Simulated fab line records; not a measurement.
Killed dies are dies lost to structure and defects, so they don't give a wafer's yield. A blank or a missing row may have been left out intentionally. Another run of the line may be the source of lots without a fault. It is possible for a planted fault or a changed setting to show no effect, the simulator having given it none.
Chamber matching ; flow n5_finfet ; 4 sister chambers for N5_HKMG_FIN_ALD_75 on ald_hk-03
The step deposits Al2O3, target thk 1 nm, co reactant pulse time 1 s. 4 wafers are shown with their chamber, then 9 later ones without.

WAFERS WITH THEIR CHAMBER
wafer;chamber;heater_power_w (W)
L080.2;1;148
L084.1;3;124
L084.3;2;137
L084.4;0;161

WAFERS MISSING THEIR CHAMBER
wafer;heater_power_w (W)
L091.1;162
L091.3;143
L091.4;127
L090.1;135
L090.2;149
L090.4;164
L097.1;162
L097.3;147
L097.5;148

WHICH CHAMBER EACH ONE RAN IN
wafer;from the rows above;in truth
L091.1;0;0
L091.3;can't be placed: 1 or 2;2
L091.4;3;3
L090.1;2;2
L090.2;1;1
L090.4;0;0
L097.1;0;0
L097.3;1;1
L097.5;1;1
Placed correctly: 8 of 9. From these rows, 1 cannot be placed; in 1 the true chamber is one of the candidates. 0 placed wrongly.
How it was worked out, from the rows above alone: a wafer's distance from a chamber is the root of the sum, over the readings, of the square of ((its reading less the chamber's mean) divided by the reading's scatter). The wafer belongs to the nearest chamber; if the next one is less than 2 further off, it can't be placed. The mean given for a chamber averages the wafers shown for that chamber. The scatter (one wafer shown for each chamber): square how far every hidden wafer sits from the nearest shown wafer, average those squares and take the square root.
